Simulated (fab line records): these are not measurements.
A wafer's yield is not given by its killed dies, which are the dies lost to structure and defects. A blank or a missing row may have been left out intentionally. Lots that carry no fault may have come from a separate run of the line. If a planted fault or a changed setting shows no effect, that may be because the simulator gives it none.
Which tool did it? | flow n5 finfet | 10 lots with 27 wafers sampled at 4 steps, on a route of 1938 steps

WHAT THE GAUGES READ, wafer by wafer
The record lacks any reading of a measuring or inspecting step that a usual standard deviation could be used to judge.

EACH LOT AND THE TOOL THAT RAN IT (in order: tool; ch and the chambers of the sampled wafers; start)
lot  | N5_BEOL_M6_ETCH_61                 | N5_BEOL_M6_HM_OPEN_17             | N5_BEOL_M6_ETCH_72                 | N5_BEOL_M6_STRIP_36
L813 | rie diel-04 ch 0,1, day 9 02:12    | rie metal-03 ch 0,1, day 9 02:29  | rie diel-04 ch 0,2,3, day 9 03:37  | rie diel-04 ch 0,2,3, day 9 03:49
L812 | rie diel-02 ch 0,3, day 9 02:40    | rie metal-03 ch 0,1, day 9 02:56  | rie diel-03 ch 0,1,3, day 9 03:54  | rie diel-03 ch 0,1,3, day 9 04:06
L816 | rie diel-03 ch 1,2, day 10 02:39   | rie metal-01 ch 0,1, day 10 02:54 | rie diel-03 ch 0,1,2, day 10 04:29 | rie diel-03 ch 0,1,2, day 10 04:41
L820 | rie diel-02 ch 1,2, day 11 11:29   | rie metal-02 ch 0, day 11 11:43   | rie diel-04 ch 2,3, day 11 14:16   | rie diel-04 ch 2,3, day 11 14:28
L821 | rie diel-04 ch 2,3, day 11 20:31   | rie metal-01 ch 0, day 11 20:47   | rie diel-04 ch 1, day 11 22:34     | rie diel-04 ch 1, day 11 22:46
L823 | rie diel-03 ch 0,3, day 12 07:44   | rie metal-01 ch 0,1, day 12 07:58 | rie diel-04 ch 1,2, day 12 10:51   | rie diel-04 ch 1,2, day 12 11:03
L828 | rie diel-02 ch 1,2,3, day 12 23:22 | rie metal-03 ch 0,1, day 12 23:37 | rie diel-03 ch 0,2,3, day 13 02:34 | rie diel-03 ch 0,2,3, day 13 02:46
L827 | rie diel-04 ch 0,3, day 13 09:54   | rie metal-01 ch 0,1, day 13 10:08 | rie diel-02 ch 0,2, day 13 11:01   | rie diel-02 ch 0,2, day 13 11:12
L830 | rie diel-04 ch 0,2, day 14 03:34   | rie metal-03 ch 1, day 14 03:49   | rie diel-03 ch 0,1,2, day 14 04:47 | rie diel-03 ch 0,1,2, day 14 04:59
L833 | rie diel-03 ch 0,1,2, day 14 21:37 | rie metal-02 ch 0,1, day 14 21:52 | rie diel-02 ch 0,3, day 14 22:50   | rie diel-02 ch 0,3, day 14 23:02
- N5_BEOL_M6_ETCH_61: etches SiARC in CF4, target depth 45.5 nm, time 75.8 s.
- N5_BEOL_M6_HM_OPEN_17: chemistry Cl2/BCl3, target TiN, target depth 20 nm, overetch 6 nm.
- N5_BEOL_M6_ETCH_72: etches underlayer in N2/H2, target depth 6.5 nm, time 5.2 s.
- N5_BEOL_M6_STRIP_36: strips in N2/H2.

WHAT THE TOOLS THEMSELVES READ (means of the sampled wafers that have a number; where no wafer has one, the mark that the record gives instead)
N5_BEOL_M6_ETCH_61. Usual: drypump motor current A 5.8 A, standard deviation 0.36; etch rf on time s 75.4 s, standard deviation 1.4; oes product au 0.70 a.u., standard deviation 0.072; rf vpp V 184.2 V, standard deviation 1.2; showerhead plenum p Torr 2.15 Torr, standard deviation 0.077; throttle valve pct 15.48 %, standard deviation 0.12.
lot  | tool        | drypump motor current A (A) | etch rf on time s (s) | oes product au (a.u.) | rf vpp V (V) | showerhead plenum p Torr (Torr) | throttle valve pct (%) | flag
L813 | rie diel-04 | 5.6                         | 75.5                  | 0.73                  | 185.3        | 2.26                            | 15.39                  |
L812 | rie diel-02 | 6.2                         | 76.8                  | 0.65                  | 185.1        | 2.19                            | 15.43                  |
L816 | rie diel-03 | 5.8                         | 74.9                  | 0.76                  | 184.8        | 2.15                            | 15.44                  |
L820 | rie diel-02 | 5.8                         | 73.9                  | 0.72                  | 183.5        | 2.16                            | 15.49                  |
L821 | rie diel-04 | 5.8                         | 75.0                  | 0.75                  | 182.7        | 2.09                            | 15.39                  |
L823 | rie diel-03 | 5.9                         | 76.7                  | 0.72                  | 183.8        | 2.13                            | 15.50                  |
L828 | rie diel-02 | 5.9                         | 75.6                  | 0.66                  | 185.0        | 2.17                            | 15.51                  |
L827 | rie diel-04 | 5.5                         | 75.4                  | 0.69                  | 184.0        | 2.20                            | 15.42                  |
L830 | rie diel-04 | 5.8                         | 75.3                  | 0.73                  | 184.5        | 2.21                            | 15.40                  |
L833 | rie diel-03 | 5.6                         | 75.3                  | 0.72                  | 183.6        | 2.12                            | 15.48                  |

N5_BEOL_M6_HM_OPEN_17. Usual: bcl3 flow sccm 21.74 sccm, standard deviation 0.061; drypump motor current A 5.8 A, standard deviation 0.4; oes product au 0.65 a.u., standard deviation 0.054; throttle valve pct 22.34 %, standard deviation 0.12.
lot  | tool         | bcl3 flow sccm (sccm) | drypump motor current A (A) | oes product au (a.u.) | throttle valve pct (%) | flag
L813 | rie metal-03 | 21.81                 | 6.1                         | 0.63                  | 22.40                  |
L812 | rie metal-03 | 21.74                 | 6.3                         | 0.60                  | 22.36                  |
L816 | rie metal-01 | 21.71                 | 5.7                         | 0.65                  | 22.42                  |
L820 | rie metal-02 | 21.76                 | 5.2                         | 0.64                  | 22.12                  |
L821 | rie metal-01 | 21.69                 | 5.5                         | 0.61                  | 22.44                  |
L823 | rie metal-01 | 21.79                 | 5.8                         | 0.64                  | 22.45                  |
L828 | rie metal-03 | 21.71                 | 6.1                         | 0.62                  | 22.41                  |
L827 | rie metal-01 | 21.76                 | 5.7                         | 0.63                  | 22.44                  |
L830 | rie metal-03 | 21.67                 | 6.0                         | 0.64                  | 22.46                  |
L833 | rie metal-02 | 21.78                 | 5.4                         | 0.65                  | 22.19                  |

N5_BEOL_M6_ETCH_72. Usual: drypump motor current A 5.8 A, standard deviation 0.43; etch rf on time s 5.15 s, standard deviation 0.098; oes product au 0.72 a.u., standard deviation 0.076; rf vpp V 524.2 V, standard deviation 2.5; showerhead plenum p Torr 2.56 Torr, standard deviation 0.077; throttle valve pct 17.71 %, standard deviation 0.17.
lot  | tool        | drypump motor current A (A) | etch rf on time s (s) | oes product au (a.u.) | rf vpp V (V) | showerhead plenum p Torr (Torr) | throttle valve pct (%) | flag
L813 | rie diel-04 | 5.8                         | 5.18                  | 0.69                  | 524.9        | 2.55                            | 17.70                  |
L812 | rie diel-03 | 6.0                         | 5.12                  | 0.76                  | 523.0        | 2.55                            | 17.79                  |
L816 | rie diel-03 | 5.6                         | 5.12                  | 0.78                  | 523.2        | 2.52                            | 17.72                  |
L820 | rie diel-04 | 5.8                         | 4.25                  | 0.88                  | 522.0        | 2.48                            | 17.67                  | OFF
L821 | rie diel-04 | 5.7                         | 4.31                  | 0.71                  | 524.8        | 2.62                            | 17.91                  | OFF
L823 | rie diel-04 | 6.0                         | 4.31                  | 0.83                  | 524.2        | 2.56                            | 17.78                  | OFF
L828 | rie diel-03 | 5.5                         | 5.15                  | 0.73                  | 522.9        | 2.50                            | 17.74                  |
L827 | rie diel-02 | 5.9                         | 5.08                  | 0.68                  | 523.2        | 2.51                            | 17.86                  |
L830 | rie diel-03 | 5.6                         | 5.13                  | 0.73                  | 521.2        | 2.51                            | 17.77                  |
L833 | rie diel-02 | 6.2                         | 5.15                  | 0.79                  | 526.0        | 2.59                            | 17.54                  |

N5_BEOL_M6_STRIP_36. Usual: drypump motor current A 5.8 A, standard deviation 0.43; oes product au 0.84 a.u., standard deviation 0.084; rf vpp V 59.2 V, standard deviation 1.5; showerhead plenum p Torr 2.55 Torr, standard deviation 0.077; throttle valve pct 23.53 %, standard deviation 0.23.
lot  | tool        | drypump motor current A (A) | oes product au (a.u.) | rf vpp V (V) | showerhead plenum p Torr (Torr) | throttle valve pct (%) | flag
L813 | rie diel-04 | 5.8                         | 0.81                  | 59.8         | 2.55                            | 23.48                  |
L812 | rie diel-03 | 6.0                         | 0.88                  | 59.4         | 2.55                            | 23.71                  |
L816 | rie diel-03 | 5.6                         | 0.90                  | 60.1         | 2.52                            | 23.60                  |
L820 | rie diel-04 | 5.9                         | 0.90                  | 58.6         | 2.47                            | 23.46                  |
L821 | rie diel-04 | 5.7                         | 0.73                  | 59.5         | 2.62                            | 23.73                  |
L823 | rie diel-04 | 6.0                         | 0.83                  | 59.3         | 2.56                            | 23.55                  |
L828 | rie diel-03 | 5.5                         | 0.85                  | 59.2         | 2.50                            | 23.56                  |
L827 | rie diel-02 | 5.9                         | 0.79                  | 59.4         | 2.51                            | 23.72                  |
L830 | rie diel-03 | 5.6                         | 0.85                  | 58.5         | 2.50                            | 23.68                  |
L833 | rie diel-02 | 6.2                         | 0.95                  | 59.5         | 2.59                            | 23.43                  |

THE ANSWER, worked out from the rows above alone
Rule: a lot counts as off when the mean over its wafers that have a number is more than 3 standard deviations away from the usual mean. Also off: a lot with no number at a reading for which 4 or more lots have one. All remaining lots with rows at the step are treated as sound. After the gauges, taken in route order, come the tools' own readings; for these a lot's mean is taken, as printed above. The first step at which some lot is off is used, and at that step the reading that is off furthest; a lot without a number counts as furthest.
Off, at N5_BEOL_M6_ETCH_72 on etch rf on time s: L820, L821, L823.
A tool fits if, at that step or a process step before it, it ran every lot that is off, and no sound lot after the first of them. One fits: rie diel-04 at N5_BEOL_M6_ETCH_72. A fault onset in the window from L813 (day 9 03:37, its last sound lot) to L820 (day 11 14:16, its first lot off) fits.
The tool's own readings at N5_BEOL_M6_ETCH_72 bear it out: on the lots that are off they differ by more than 5 times the standard deviation of the sound lots' means. etch rf on time s reads 4.29 s there against 5.13 s on the sound lots.

WHAT THE SIMULATOR HAD PUT IN
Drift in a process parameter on rie diel-04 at N5_BEOL_M6_ETCH_72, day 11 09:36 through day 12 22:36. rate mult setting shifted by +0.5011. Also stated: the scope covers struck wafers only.
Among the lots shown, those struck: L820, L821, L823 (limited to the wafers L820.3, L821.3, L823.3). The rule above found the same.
